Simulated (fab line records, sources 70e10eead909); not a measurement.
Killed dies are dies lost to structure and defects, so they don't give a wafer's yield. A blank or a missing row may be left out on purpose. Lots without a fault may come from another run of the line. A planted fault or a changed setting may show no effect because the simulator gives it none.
fab line records | flow nand_harc
record lots=5 wafers=15 last_day=24
route steps=1159 shown P_STI@95 P_GATE@110
lots that met no fault: from a run of the same line without faults
start_h: hours from the record's first day to the start of the lot's first wafer shown | wait_h: hours since the lot's step before | " the same as in the row above | L1.1+2: a row that stands for several wafers | - no value, or no start given | * or withheld: withheld | < > ~ a bound
route shown NAME@n: a module of which the file shows steps, and the number in the route of the first | usual: mean/standard deviation of fault-free wafers | same: alike in all rows | chamber/n: place in a boat | sites: the reading at each site | _std_site: their standard deviation | _edge_site: outer sites' mean less inner sites' | radius_mm: how far each site lies from the wafer's centre | mask NAME#n: copy n | behind: the tool/chamber that last shaped the wafer | hold: why the lot was held/for how many hours/how that ended | device: the transistor (n, p or np) that didn't switch | end of line: the same wafers' tests at the end of the route | a step without rows: its recipe alone | killed: dies lost to structure and defects at the first sort, not the wafer's yield | map: a wafer's dies, x killed, . not, _ none there
set.NAME: the setting as run; set.NAME@STEP: as run at that earlier step | model.NAME: the simulator's own value behind a step, which no gauge read
lots at some steps of the route; a table a step, a row a wafer
services: from which hour (start_h, from the record's first day; less than 0 if before it) a tool's chamber was out of use, for how many hours, and why
## steps
# step NHARC_P_STI_SRD_23
# columns lot.wafer tool chamber start_h wait_h
L076.2+3+6 wet_bench-01 7,1,2 - -
L079.5+2+3 wet_bench-04 5,6,7 - -
L084.1+2+4 wet_bench-01 1,3,6 - -
L087.3+5+4 wet_bench-04 5,7,1 - -
L088.2+4+6 wet_bench-01 1,2,3 - -
# step NHARC_P_STI_OCD_MEAS_43
# usual trench_depth_nm=300/5 trench_foot_cd_nm=158.7/2.5
# columns lot.wafer tool chamber start_h wait_h trench_depth_nm trench_foot_cd_nm
L076.2 ocd-01 - 52.75 - 299 153.4
L076.3 " - " " 306 150.4
L076.6 " - " " 307 149.3
L079.2 ocd-01 - 67.73 - 297 160.4
L079.3 " - " " 303 155.1
L079.5 " - " " 307 158.0
L084.1 ocd-01 - 97.74 - 304 160.7
L084.2 " - " " 300 162.9
L084.4 " - " " 306 159.1
L087.3 ocd-01 - 113.83 - 299 162.5
L087.4 " - " " 294 161.9
L087.5 " - " " 296 160.8
L088.2 ocd-02 - 121.17 - 304 161.3
L088.4 " - " " 296 161.4
L088.6 " - " " 299 159.9
# step NHARC_P_STI_OXIDE_33
# recipe target_thk_a=100 temp_c=1000 ox_time_s=281 material=SiO2
# usual spike_tc_top_C=1009.8/2.4 spike_tc_upper_C=1000.0/1.5
# columns lot.wafer tool chamber start_h wait_h spike_tc_top_C spike_tc_upper_C
L076.2 furnace-07 0 58.80 6.0 1011.9 999.4
L076.3 " 0 " " 1011.8 1000.6
L076.6 " 0 " " 1009.8 999.1
L079.2 furnace-07 0 71.44 3.7 1009.2 999.9
L079.3 " 0 " " 1010.7 1000.7
L079.5 " 0 " " 1009.2 1000.0
L084.1 furnace-07 0 101.45 3.7 1010.4 1000.1
L084.2 " 0 " " 1010.9 997.5
L084.4 " 0 " " 1011.5 999.8
L087.3 furnace-08 0 117.55 3.7 1011.0 1000.2
L087.4 " 0 " " 1011.8 1002.3
L087.5 " 0 " " 1012.1 1001.0
L088.2 furnace-03 0 124.81 3.6 1006.1 998.8
L088.4 " 0 " " 1009.8 999.3
L088.6 " 0 " " 1007.3 997.7
# step NHARC_P_STI_HDPCVD_20
# recipe target_thk_a=withheld sigma_open_frac=withheld material=SiO2
# columns lot.wafer tool chamber start_h wait_h
L076.2+3+6 hdpcvd-01 1 63.54 0.5
L079.2+3+5 hdpcvd-01 1,0,0 76.19 0.4
L084.2+1+4 hdpcvd-01 1,0,0 106.14 0.4
L087.3+4+5 hdpcvd-01 0,1,0 125.16 3.2
L088.2+4+6 hdpcvd-01 1 129.47 0.4
# step NHARC_P_STI_ANNEAL_34
# recipe temp_c=1000 time_s=1800
# usual spike_tc_top_C=1009.2/2.3 spike_tc_upper_C=999.9/1.5
# columns lot.wafer tool chamber start_h wait_h spike_tc_top_C spike_tc_upper_C
L076.2 furnace-03 0 67.66 4.0 1005.3 998.7
L076.3 " 0 " " 1006.9 998.1
L076.6 " 0 " " 1006.9 998.2
L079.2 furnace-08 0 80.47 4.2 1012.5 1002.5
L079.3 " 0 " " 1011.3 1002.0
L079.5 " 0 " " 1012.4 1003.8
L084.1 furnace-03 0 111.21 4.9 1006.6 1000.0
L084.2 " 0 " " 1008.3 998.3
L084.4 " 0 " " 1007.9 997.4
L087.3 furnace-07 0 129.16 3.9 1009.2 1000.8
L087.4 " 0 " " 1011.0 1000.4
L087.5 " 0 " " 1009.7 999.0
L088.2 furnace-07 0 133.72 4.2 1010.1 1000.8
L088.4 " 0 " " 1010.2 999.2
L088.6 " 0 " " 1010.3 1001.2
# step NHARC_P_STI_CMP_21
# recipe t_overpolish_s=20 target_thk_nm=380.67
# usual motor_current_A=13.0/1.3 overpolish_run_s=20.000/0.0095
# columns lot.wafer tool chamber start_h wait_h motor_current_A overpolish_run_s
L076.3 cmp-04 0 72.55 0.4 12.5 19.988
L076.2 " 3 " " 13.6 19.991
L076.6 " 1 " " 15.1 20.004
L079.3 cmp-04 3 85.42 0.4 13.4 19.993
L079.2 " 1 " " 14.6 19.991
L079.5 " 2 " " 13.7 19.988
L084.4 cmp-04 0 116.06 0.4 13.1 19.994
L084.1 " 1 " " 15.5 20.001
L084.2 " 2 " " 14.2 20.005
L087.3 cmp-01 0 134.07 0.4 10.0 20.016
L087.4 " 2 " " 13.4 20.000
L087.5 " 1 " " 11.5 20.005
L088.4 cmp-04 1 138.57 0.4 14.8 20.015
L088.2 " 3 " " 13.5 19.999
L088.6 " 2 " " 13.5 20.002
# step NHARC_P_STI_SRD_35
# columns lot.wafer tool chamber start_h wait_h
L076.6+3+2 wet_bench-01 3,6,7 72.86 0.0
L079.2+3+5 wet_bench-04 7,0,1 85.69 0.0
L084.4+2+1 wet_bench-01 1,2,4 116.34 0.0
L087.5+3+4 wet_bench-04 4,6,7 134.38 0.0
L088.6+2+4 wet_bench-09 7,0,2 138.88 0.0
# step NHARC_P_STI_ETCH_36
# recipe target_depth_a=388 chemistry=dHF material=SiO2
# columns lot.wafer tool chamber start_h wait_h
L076.6+3+2 wet_bench-01 3,6,7 72.88 0.0
L079.2+3+5 wet_bench-04 7,0,1 85.72 0.0
L084.4+2+1 wet_bench-01 1,2,4 116.36 0.0
L087.5+3+4 wet_bench-04 4,6,7 134.40 0.0
L088.6+2+4 wet_bench-09 7,0,2 138.90 0.0
# step NHARC_P_STI_STRIP_24
# recipe temp_c=160 chemistry=H3PO4 material=Si3N4
# columns lot.wafer tool chamber start_h wait_h
L076.6+3+2 wet_bench-01 3,6,7 72.89 0.0
L079.2+3+5 wet_bench-04 7,0,1 85.73 0.0
L084.4+2+1 wet_bench-01 1,2,4 116.38 0.0
L087.5+3+4 wet_bench-04 4,6,7 134.42 0.0
L088.6+2+4 wet_bench-09 7,0,2 138.91 0.0
# step NHARC_P_STI_ETCH_37
# recipe target_depth_a=110 chemistry=dHF material=SiO2
# columns lot.wafer tool chamber start_h wait_h
L076.6+3+2 wet_bench-01 3,6,7 - -
L079.2+3+5 wet_bench-04 7,0,1 - -
L084.4+2+1 wet_bench-01 1,2,4 - -
L087.5+3+4 wet_bench-04 4,6,7 - -
L088.6+2+4 wet_bench-09 7,0,2 - -
# step NHARC_P_STI_PRECLEAN_38
# recipe time_s=* temp_c=50 bath_age_min=0 chemistry=SC1
# columns lot.wafer tool chamber start_h wait_h
L076.6+3+2 wet_bench-01 3,6,7 - -
L079.2+3+5 wet_bench-04 7,0,1 - -
L084.4+2+1 wet_bench-01 1,2,4 - -
L087.5+3+4 wet_bench-04 4,6,7 - -
L088.6+2+4 wet_bench-09 7,0,2 - -
# step NHARC_P_STI_SRD_39
# columns lot.wafer tool chamber start_h wait_h
L076.6+3+2 wet_bench-01 3,6,7 - -
L079.2+3+5 wet_bench-04 7,0,1 - -
L084.4+2+1 wet_bench-01 1,2,4 - -
L087.5+3+4 wet_bench-04 4,6,7 - -
L088.6+2+4 wet_bench-09 7,0,2 - -
# step NHARC_P_STI_OXIDE_40
# recipe target_thk_a=100 temp_c=900 ox_time_s=1362 material=SiO2
# usual spike_tc_top_C=910.3/2.2 spike_tc_upper_C=899.7/1.3
# columns lot.wafer tool chamber start_h wait_h spike_tc_top_C spike_tc_upper_C
L076.2 furnace-03 0 77.43 - 909.5 897.2
L076.3 " 0 " " 907.9 897.5
L076.6 " 0 " " 906.8 898.7
L079.2 furnace-03 0 90.77 - 907.1 898.5
L079.3 " 0 " " 906.8 900.1
L079.5 " 0 " " 907.3 899.0
L084.1 furnace-07 0 122.53 - 909.9 898.2
L084.2 " 0 " " 911.9 899.0
L084.4 " 0 " " 909.9 898.2
L087.3 furnace-08 0 138.49 - 913.3 899.9
L087.4 " 0 " " 913.4 900.9
L087.5 " 0 " " 912.7 899.9
L088.2 furnace-03 0 144.72 - 906.9 899.1
L088.4 " 0 " " 907.1 898.5
L088.6 " 0 " " 908.4 899.1
# step NHARC_P_STI_INSPECT_25
# usual raw_defect_count=220/96
# columns lot.wafer tool chamber start_h wait_h raw_defect_count
L076.2 defect_inspect-01 - 81.50 0.4 236
L076.3 " - " " 189
L076.6 " - " " 152
L079.2 defect_inspect-02 - 94.85 0.4 211
L079.3 " - " " 224
L079.5 " - " " 249
L084.1 defect_inspect-01 - 126.60 0.4 177
L084.2 " - " " 210
L084.4 " - " " 216
L087.3 defect_inspect-02 - 142.57 0.4 206
L087.4 " - " " 219
L087.5 " - " " 236
L088.2 defect_inspect-01 - 148.75 0.4 133
L088.4 " - " " 167
L088.6 " - " " 125
# step NHARC_P_GATE_ETCH_69
# recipe target_depth_a=140 chemistry=dHF material=SiO2
# columns lot.wafer tool chamber start_h wait_h
L076.3+2+6 wet_bench-07 2,3,5 81.57 0.1
L079.5+3+2 wet_bench-05 0,2,3 94.93 0.1
L084.4+1+2 wet_bench-07 6,0,2 126.66 0.1
L087.5+3+4 wet_bench-05 0,2,3 142.64 0.1
L088.6+4+2 wet_bench-07 7,0,2 148.83 0.1
# step NHARC_P_GATE_PRECLEAN_70
# recipe time_s=* temp_c=50 bath_age_min=0 chemistry=SC1
# columns lot.wafer tool chamber start_h wait_h
L076.3+2+6 wet_bench-07 2,3,5 81.65 0.1
L079.5+3+2 wet_bench-05 0,2,3 95.00 0.1
L084.4+1+2 wet_bench-07 6,0,2 126.74 0.1
L087.5+3+4 wet_bench-05 0,2,3 142.72 0.1
L088.6+4+2 wet_bench-07 7,0,2 148.90 0.1
# step NHARC_P_GATE_SRD_01
# columns lot.wafer tool chamber start_h wait_h
L076.3+2+6 wet_bench-07 2,3,5 - -
L079.5+3+2 wet_bench-05 0,2,3 - -
L084.4+1+2 wet_bench-07 6,0,2 - -
L087.5+3+4 wet_bench-05 0,2,3 - -
L088.6+4+2 wet_bench-07 7,0,2 - -
# step NHARC_P_GATE_OXIDE_02
# recipe target_thk_a=375 temp_c=950 p_h2o_torr=720 ox_time_s=365 material=SiO2
# usual spike_tc_top_C=962.5/1.7 spike_tc_upper_C=949.7/1.8
# columns lot.wafer tool chamber start_h wait_h spike_tc_top_C spike_tc_upper_C
L076.2 furnace-05 0 84.55 - 963.0 951.5
L076.3 " 0 " " 964.3 952.9
L076.6 " 0 " " 961.5 951.4
L079.2 furnace-05 0 97.90 - 963.5 951.5
L079.3 " 0 " " 964.3 953.4
L079.5 " 0 " " 965.6 950.5
L084.1 furnace-05 0 130.75 - 963.5 951.2
L084.2 " 0 " " 963.0 951.1
L084.4 " 0 " " 964.0 949.9
L087.3 furnace-05 0 145.62 - 965.3 951.0
L087.4 " 0 " " 962.4 951.0
L087.5 " 0 " " 963.7 952.0
L088.2 furnace-02 0 152.03 - 959.4 950.6
L088.4 " 0 " " 963.0 951.1
L088.6 " 0 " " 962.1 949.4
# step NHARC_P_GATE_DEHYDRATE_03
# recipe temp_c=150 time_s=120
# columns lot.wafer tool chamber start_h wait_h
L076.2+3+6 litho_track-05 0 89.13 0.4
L079.2+3+5 litho_track-05 0 102.49 0.4
L084.1+2+4 litho_track-05 0 135.40 0.4
L087.3+4+5 litho_track-07 0 150.16 0.4
L088.2+4+6 litho_track-07 0 156.60 0.4
# step NHARC_P_GATE_HMDS_04
# recipe time_s=30
# columns lot.wafer tool chamber start_h wait_h
L076.2+3+6 litho_track-05 0 - -
L079.2+3+5 litho_track-05 0 - -
L084.1+2+4 litho_track-05 0 - -
L087.3+4+5 litho_track-07 0 - -
L088.2+4+6 litho_track-07 0 - -
# step NHARC_P_GATE_COAT_05
# recipe spin_rpm=4690
# columns lot.wafer tool chamber start_h wait_h
L076.2+3+6 litho_track-05 0 - -
L079.2+3+5 litho_track-05 0 - -
L084.1+2+4 litho_track-05 0 - -
L087.3+4+5 litho_track-07 0 - -
L088.2+4+6 litho_track-07 0 - -
# step NHARC_P_GATE_SOFTBAKE_06
# recipe temp_c=122 time_s=95
# columns lot.wafer tool chamber start_h wait_h
L076.2+3+6 litho_track-05 0 - -
L079.2+3+5 litho_track-05 0 - -
L084.1+2+4 litho_track-05 0 - -
L087.3+4+5 litho_track-07 0 - -
L088.2+4+6 litho_track-07 0 - -
# step NHARC_P_GATE_EBR_07
# columns lot.wafer tool chamber start_h wait_h
L076.2+3+6 litho_track-05 0 - -
L079.2+3+5 litho_track-05 0 - -
L084.1+2+4 litho_track-05 0 - -
L087.3+4+5 litho_track-07 0 - -
L088.2+4+6 litho_track-07 0 - -
# step NHARC_P_GATE_EXPOSE_08
# recipe na=0.6 dose_mj=16.75 mask_id=P_HV
# usual exposure_dose_mJ_cm2=16.748/0.017 reticle_temp_C=22.96/0.097
# columns lot.wafer tool chamber start_h wait_h mask exposure_dose_mJ_cm2 reticle_temp_C
L076.2 krf_scanner-03 0 89.28 - P_HV#0 16.752 23.06
L076.3 " 0 " " P_HV#0 16.731 23.07
L076.6 " 0 " " P_HV#0 16.738 23.04
L079.2 krf_scanner-02 0 102.77 - P_HV#0 16.760 22.89
L079.3 " 0 " " P_HV#0 16.755 22.98
L079.5 " 0 " " P_HV#0 16.709 22.85
L084.1 krf_scanner-04 0 135.67 - P_HV#0 16.731 23.10
L084.2 " 0 " " P_HV#0 16.764 22.94
L084.4 " 0 " " P_HV#0 16.724 22.95
L087.3 krf_scanner-04 0 150.31 - P_HV#0 16.769 23.10
L087.4 " 0 " " P_HV#0 16.719 22.97
L087.5 " 0 " " P_HV#0 16.733 23.02
L088.2 krf_scanner-04 0 156.87 - P_HV#0 16.714 22.95
L088.4 " 0 " " P_HV#0 16.712 23.00
L088.6 " 0 " " P_HV#0 16.733 22.93
# step NHARC_P_GATE_PEB_09
# recipe peb_temp_c=118 peb_time_s=85
# same peb_time_s=85
# columns lot.wafer tool chamber start_h wait_h
L076.2+3+6 litho_track-05 0 89.34 0.1
L079.2+3+5 litho_track-03 0 102.83 0.1
L084.1+2+4 litho_track-03 0 135.74 0.1
L087.3+4+5 litho_track-05 0 150.37 0.1
L088.2+4+6 litho_track-03 0 156.93 0.1
# step NHARC_P_GATE_DEVELOP_10
# recipe time_s=70
# columns lot.wafer tool chamber start_h wait_h
L076.2+3+6 litho_track-05 0 - -
L079.2+3+5 litho_track-03 0 - -
L084.1+2+4 litho_track-03 0 - -
L087.3+4+5 litho_track-05 0 - -
L088.2+4+6 litho_track-03 0 - -
# step NHARC_P_GATE_CD_MEAS_11
# recipe target_cd_nm=1640 landing_energy_ev=500
# usual cd_nm=1639.6/2.4
# same landing_energy_ev=500
# columns lot.wafer tool chamber start_h wait_h cd_nm
L076.2 cd_sem-02 0 89.44 - 1637.7
L076.3 " 0 " " 1638.9
L076.6 " 0 " " 1638.9
L079.2 cd_sem-02 0 102.92 - 1640.8
L079.3 " 0 " " 1640.5
L079.5 " 0 " " 1638.0
L084.1 cd_sem-03 0 135.83 - 1636.6
L084.2 " 0 " " 1637.1
L084.4 " 0 " " 1635.8
L087.3 cd_sem-02 0 150.46 - 1639.3
L087.4 " 0 " " 1640.2
L087.5 " 0 " " 1640.7
L088.2 cd_sem-02 0 157.03 - 1639.4
L088.4 " 0 " " 1636.7
L088.6 " 0 " " 1639.3
# step NHARC_P_GATE_HARDBAKE_12
# recipe temp_c=125 time_s=80
# columns lot.wafer tool chamber start_h wait_h
L076.2+3+6 litho_track-05 0 89.52 -
L079.2+3+5 litho_track-05 0 103.00 -
L084.1+2+4 litho_track-05 0 135.91 -
L087.3+4+5 litho_track-07 0 150.54 -
L088.2+4+6 litho_track-05 0 157.11 -
# step NHARC_P_GATE_DESCUM_13
# recipe time_s=3 o2_flow_sccm=200 ar_flow_sccm=0 bias_power_w=0 chemistry=O2
# usual chamber_pressure_mTorr=60.01/0.053 drypump_motor_current_A=5.8/0.46 oes_product_au=0.998/0.0093 rf_vpp_V=57.8/0.89 showerhead_plenum_p_Torr=1.91/0.089 throttle_valve_pct=11.310/0.0081
# columns lot.wafer tool chamber start_h wait_h chamber_pressure_mTorr drypump_motor_current_A oes_product_au rf_hours_counter_h rf_vpp_V showerhead_plenum_p_Torr throttle_valve_pct
L076.3 rie_diel-04 0 89.59 - 60.05 5.8 1.027 27 58.9 1.97 11.300
L076.2 " 2 " " 59.96 5.8 0.995 26 58.0 1.90 11.307
L076.6 " 0 " " 59.93 5.8 1.019 - 59.2 1.97 11.296
L079.3 rie_diel-06 0 103.15 - 59.94 5.9 0.992 13 58.8 1.98 11.311
L079.2 " 2 " " 60.01 6.5 0.997 13 57.7 1.97 11.298
L079.5 " 0 " " 60.02 5.9 1.007 - 59.8 1.98 11.318
L084.2 rie_diel-04 1 135.99 - 59.96 5.5 0.990 3 57.2 2.05 11.312
L084.4 " 2 " " 60.09 5.8 0.992 2 58.6 1.90 11.313
L084.1 " 0 " " 60.00 5.8 0.997 2 57.6 1.96 11.300
L087.4 rie_diel-04 2 150.62 - 59.97 5.8 0.983 3 58.6 1.90 11.316
L087.3 " 3 " " 59.99 5.1 0.975 4 56.6 1.83 11.307
L087.5 " 2 " " 60.06 5.8 0.984 - 56.9 1.90 11.322
L088.4 rie_diel-04 0 157.21 - 60.01 5.8 0.996 5 58.1 1.96 11.305
L088.2 " 1 " " 59.91 5.4 1.004 5 58.8 2.05 11.308
L088.6 " 2 " " 59.94 5.8 0.999 - 56.0 1.90 11.321
# step NHARC_P_GATE_ETCH_14
# recipe target_depth_a=488 chemistry=dHF material=SiO2
# columns lot.wafer tool chamber start_h wait_h
L076.2+3+6 wet_bench-05 3,4,7 89.73 0.1
L079.2+3+5 wet_bench-03 0,1,2 103.29 0.1
L084.1+2+4 wet_bench-07 1,2,6 136.13 0.1
L087.5+4+3 wet_bench-05 7,3,4 150.76 0.1
L088.2+6+4 wet_bench-07 7,0,2 157.33 0.1
# step NHARC_P_GATE_STRIP_15
# recipe time_s=780 temp_c=130 chemistry=SPM
# columns lot.wafer tool chamber start_h wait_h
L076.2+3+6 wet_bench-05 3,4,7 89.77 0.0
L079.2+3+5 wet_bench-03 0,1,2 103.33 0.0
L084.1+2+4 wet_bench-07 1,2,6 136.17 0.0
L087.5+4+3 wet_bench-05 7,3,4 150.80 0.0
L088.2+6+4 wet_bench-07 7,0,2 157.37 0.0
# step NHARC_P_GATE_PRECLEAN_71
# recipe time_s=* temp_c=50 bath_age_min=0 chemistry=SC1
# columns lot.wafer tool chamber start_h wait_h
L076.2+3+6 wet_bench-05 3,4,7 - -
L079.2+3+5 wet_bench-03 0,1,2 - -
L084.1+2+4 wet_bench-07 1,2,6 - -
L087.5+4+3 wet_bench-05 7,3,4 - -
L088.2+6+4 wet_bench-07 7,0,2 - -
# step NHARC_P_GATE_SRD_72
# columns lot.wafer tool chamber start_h wait_h
L076.2+3+6 wet_bench-05 3,4,7 - -
L079.2+3+5 wet_bench-03 0,1,2 - -
L084.1+2+4 wet_bench-07 1,2,6 - -
L087.5+4+3 wet_bench-05 7,3,4 - -
L088.2+6+4 wet_bench-07 7,0,2 - -
# step NHARC_P_GATE_OXIDE_16
# recipe target_thk_a=30 temp_c=875 ox_time_s=392 material=SiO2
# usual spike_tc_top_C=888.4/1.7 spike_tc_upper_C=874.7/1.8
# columns lot.wafer tool chamber start_h wait_h spike_tc_top_C spike_tc_upper_C
L076.2 furnace-01 0 93.71 - 885.3 872.5
L076.3 " 0 " " 885.6 873.4
L076.6 " 0 " " 886.1 872.2
L079.2 furnace-05 0 106.45 - 890.7 876.0
L079.3 " 0 " " 889.1 874.7
L079.5 " 0 " " 889.1 873.0
L084.1 furnace-05 0 139.29 - 889.9 876.0
L084.2 " 0 " " 890.9 877.3
L084.4 " 0 " " 889.8 875.6
L087.3 furnace-05 0 153.92 - 889.2 875.3
L087.4 " 0 " " 889.8 874.8
L087.5 " 0 " " 890.1 875.2
L088.2 furnace-01 0 160.71 - 886.8 872.7
L088.4 " 0 " " 887.6 872.9
L088.6 " 0 " " 887.3 872.9
# step NHARC_P_GATE_CVD_17
# recipe target_thk_a=1500 temp_c=620 time_s=900 material=poly-Si
# usual spike_tc_top_C=634.0/1.5 spike_tc_upper_C=619.1/1.6
# columns lot.wafer tool chamber start_h wait_h spike_tc_top_C spike_tc_upper_C
L076.2 lpcvd_poly-03 0 99.94 2.7 633.6 616.7
L076.3 " 0 " " 635.0 618.0
L076.6 " 0 " " 634.2 617.0
L079.2 lpcvd_poly-04 0 112.47 2.5 634.6 619.9
L079.3 " 0 " " 631.9 620.0
L079.5 " 0 " " 632.4 619.2
L084.1 lpcvd_poly-03 0 145.57 2.7 636.3 618.0
L084.2 " 0 " " 633.6 615.3
L084.4 " 0 " " 634.6 619.6
L087.3 lpcvd_poly-04 0 159.99 2.5 633.3 618.7
L087.4 " 0 " " 633.1 619.8
L087.5 " 0 " " 633.5 621.7
L088.2 lpcvd_poly-04 0 166.70 2.5 632.6 620.6
L088.4 " 0 " " 632.2 619.5
L088.6 " 0 " " 631.8 620.4
# step NHARC_P_GATE_HM_DEP_102
# recipe target_thk_a=1200 temp_c=400 material=aC
# usual throttle_valve_pct=35.002/0.0089
# columns lot.wafer tool chamber start_h wait_h throttle_valve_pct
L076.2 acl_dep-01 0 102.66 0.5 34.985
L076.3 " 0 " " 35.013
L076.6 " 0 " " 34.986
L079.2 acl_dep-02 0 117.23 2.5 34.992
L079.3 " 0 " " 34.993
L079.5 " 0 " " 34.995
L084.1 acl_dep-02 0 148.19 0.4 35.007
L084.2 " 0 " " 35.010
L084.4 " 0 " " 34.993
L087.3 acl_dep-03 0 162.78 0.6 35.010
L087.4 " 0 " " 34.989
L087.5 " 0 " " 34.999
L088.2 acl_dep-01 0 170.04 1.1 35.013
L088.4 " 0 " " 35.013
L088.6 " 0 " " 34.989
# step NHARC_P_GATE_DEP_103
# recipe target_thk_a=300 target_thk_nm=30 temp_c=400 flow_sccm=200 rf_w=350 material=SiON
# usual heater_power_w=744/130 rf_fwd_power_W=348.5/1
# columns lot.wafer tool chamber start_h wait_h heater_power_w rf_fwd_power_W
L076.3 pecvd-04 2 103.22 0.3 687 348.6
L076.2 " 1 " " 1023 349.8
L076.6 " 2 " " 701 348.2
L079.2 pecvd-01 2 117.79 0.5 743 346.6
L079.3 " 1 " " 636 347.5
L079.5 " 1 " " 643 348.9
L084.1 pecvd-03 1 149.04 0.7 669 349.0
L084.2 " 2 " " 719 349.1
L084.4 " 1 " " 636 348.8
L087.3 pecvd-01 0 163.26 0.4 789 349.0
L087.5 " 2 " " 895 348.9
L087.4 " 0 " " 767 349.4
L088.2 pecvd-01 1 170.63 0.5 638 350.6
L088.6 " 0 " " 780 349.8
L088.4 " 2 " " 853 348.3
# step NHARC_P_GATE_DEHYDRATE_18
# recipe temp_c=150 time_s=120
# columns lot.wafer tool chamber start_h wait_h
L076.2+3+6 litho_track-06 0 103.49 0.2
L079.2+3+5 litho_track-01 0 118.06 0.2
L084.1+2+4 litho_track-01 0 149.28 0.2
L087.3+4+5 litho_track-04 0 163.50 0.2
L088.2+4+6 litho_track-06 0 170.87 0.2
# step NHARC_P_GATE_HMDS_19
# recipe time_s=30
# columns lot.wafer tool chamber start_h wait_h
L076.2+3+6 litho_track-06 0 - -
L079.2+3+5 litho_track-01 0 - -
L084.1+2+4 litho_track-01 0 - -
L087.3+4+5 litho_track-04 0 - -
L088.2+4+6 litho_track-06 0 - -
# step NHARC_P_GATE_COAT_20
# recipe spin_rpm=1500 resist_thk_nm=90
# columns lot.wafer tool chamber start_h wait_h
L076.2+3+6 litho_track-06 0 - -
L079.2+3+5 litho_track-01 0 - -
L084.1+2+4 litho_track-01 0 - -
L087.3+4+5 litho_track-04 0 - -
L088.2+4+6 litho_track-06 0 - -
# step NHARC_P_GATE_SOFTBAKE_21
# recipe temp_c=105 time_s=55
# columns lot.wafer tool chamber start_h wait_h
L076.2+3+6 litho_track-06 0 - -
L079.2+3+5 litho_track-01 0 - -
L084.1+2+4 litho_track-01 0 - -
L087.3+4+5 litho_track-04 0 - -
L088.2+4+6 litho_track-06 0 - -
# step NHARC_P_GATE_EBR_22
# columns lot.wafer tool chamber start_h wait_h
L076.2+3+6 litho_track-06 0 - -
L079.2+3+5 litho_track-01 0 - -
L084.1+2+4 litho_track-01 0 - -
L087.3+4+5 litho_track-04 0 - -
L088.2+4+6 litho_track-06 0 - -
# step NHARC_P_GATE_EXPOSE_23
# recipe na=1.35 target_cd_nm=120 dose_mj=93.91 mask_id=P_GATE
# usual exposure_dose_mJ_cm2=93.91/0.089 reticle_temp_C=23.02/0.098
# columns lot.wafer tool chamber start_h wait_h mask exposure_dose_mJ_cm2 reticle_temp_C
L076.2 arfi_scanner-02 0 103.77 - P_GATE#0 93.95 23.02
L076.3 " 0 " " P_GATE#0 93.85 22.81
L076.6 " 0 " " P_GATE#0 93.91 22.91
L079.2 arfi_scanner-02 0 118.34 - P_GATE#0 93.85 22.82
L079.3 " 0 " " P_GATE#0 93.96 22.89
L079.5 " 0 " " P_GATE#0 93.93 22.86
L084.1 arfi_scanner-01 0 149.42 - P_GATE#0 93.85 22.90
L084.2 " 0 " " P_GATE#0 93.96 22.91
L084.4 " 0 " " P_GATE#0 93.95 22.84
L087.3 arfi_scanner-01 0 163.65 - P_GATE#0 93.92 22.89
L087.4 " 0 " " P_GATE#0 93.99 22.99
L087.5 " 0 " " P_GATE#0 93.95 23.12
L088.2 arfi_scanner-03 0 171.15 - P_GATE#0 93.85 22.95
L088.4 " 0 " " P_GATE#0 93.88 23.06
L088.6 " 0 " " P_GATE#0 93.67 23.11
# step NHARC_P_GATE_PEB_24
# recipe peb_temp_c=100 peb_time_s=65
# same peb_time_s=65
# columns lot.wafer tool chamber start_h wait_h
L076.2+3+6 litho_track-01 0 103.82 0.1
L079.2+3+5 litho_track-01 0 118.39 0.1
L084.1+2+4 litho_track-01 0 149.48 0.1
L087.3+4+5 litho_track-01 0 163.70 0.0
L088.2+4+6 litho_track-04 0 171.22 0.1
# step NHARC_P_GATE_DEVELOP_25
# recipe develop_time_s=35 dev_temp_c=23
# columns lot.wafer tool chamber start_h wait_h
L076.2+3+6 litho_track-01 0 - -
L079.2+3+5 litho_track-01 0 - -
L084.1+2+4 litho_track-01 0 - -
L087.3+4+5 litho_track-01 0 - -
L088.2+4+6 litho_track-04 0 - -
# step NHARC_P_GATE_CD_MEAS_26
# recipe target_cd_nm=120 landing_energy_ev=500
# usual cd_nm=120.2/0.72
# same landing_energy_ev=500
# columns lot.wafer tool chamber start_h wait_h cd_nm
L076.2 cd_sem-01 0 103.91 - 120.4
L076.3 " 0 " " 120.8
L076.6 " 0 " " 120.7
L079.2 cd_sem-02 0 118.47 - 121.2
L079.3 " 0 " " 121.0
L079.5 " 0 " " 121.0
L084.1 cd_sem-02 0 149.56 - 120.3
L084.2 " 0 " " 120.0
L084.4 " 0 " " 120.0
L087.3 cd_sem-02 0 163.78 - 120.1
L087.4 " 0 " " 120.0
L087.5 " 0 " " 119.9
L088.2 cd_sem-03 0 171.30 - 118.7
L088.4 " 0 " " 119.0
L088.6 " 0 " " 119.4
# step NHARC_P_GATE_OVL_MEAS_27
# usual overlay_x_nm=0.2/0.79 overlay_y_nm=0.3/0.86
# columns lot.wafer tool chamber start_h wait_h overlay_x_nm overlay_y_nm
L076.2 overlay-02 - 103.99 - 1.5 -1.0
L076.3 " - " " 0.8 -1.4
L076.6 " - " " 1.1 -1.3
L079.2 overlay-02 - 118.56 - -0.2 2.5
L079.3 " - " " -0.3 1.7
L079.5 " - " " -0.1 1.6
L084.1 overlay-01 - 149.65 - -0.3 1.5
L084.2 " - " " 0.2 0.8
L084.4 " - " " 0.6 1.4
L087.3 overlay-02 - 163.87 - 0.0 -0.5
L087.4 " - " " 0.2 -0.2
L087.5 " - " " 0.4 0.3
L088.2 overlay-01 - 171.40 - -0.1 0.4
L088.4 " - " " 0.5 0.3
L088.6 " - " " -0.6 0.7
## services
# columns tool chamber start_h hours kind
wet_bench-01 - 37.60 8.0 pm
litho_track-03 - 38.00 7.0 pm
cmp-04 - 43.77 2.2 repair
arfi_scanner-02 - 44.06 0.8 repair
wet_bench-07 - 55.79 1.4 repair
pecvd-01 - 56.14 13.0 pm
litho_track-05 - 62.00 7.0 pm
cmp-04 - 70.03 0.9 repair
arfi_scanner-02 - 84.00 4.0 pm
litho_track-01 - 93.00 7.0 pm
pecvd-01 1 94.93 4.9 repair
wet_bench-07 - 96.00 8.0 pm
cmp-04 - 97.87 0.3 repair
cmp-04 - 105.01 4.0 pm
hdpcvd-01 - 111.00 13.0 pm
rie_diel-04 - 112.00 9.0 pm
wet_bench-09 - 112.80 8.0 pm
litho_track-06 - 117.00 7.0 pm
pecvd-01 2 123.60 4.8 repair
krf_scanner-04 - 126.00 4.0 pm
krf_scanner-04 - 133.76 1.4 repair
litho_track-04 - 141.00 7.0 pm
wet_bench-03 - 146.40 8.0 pm
wet_bench-04 - 163.20 8.0 pm
## key
fault none
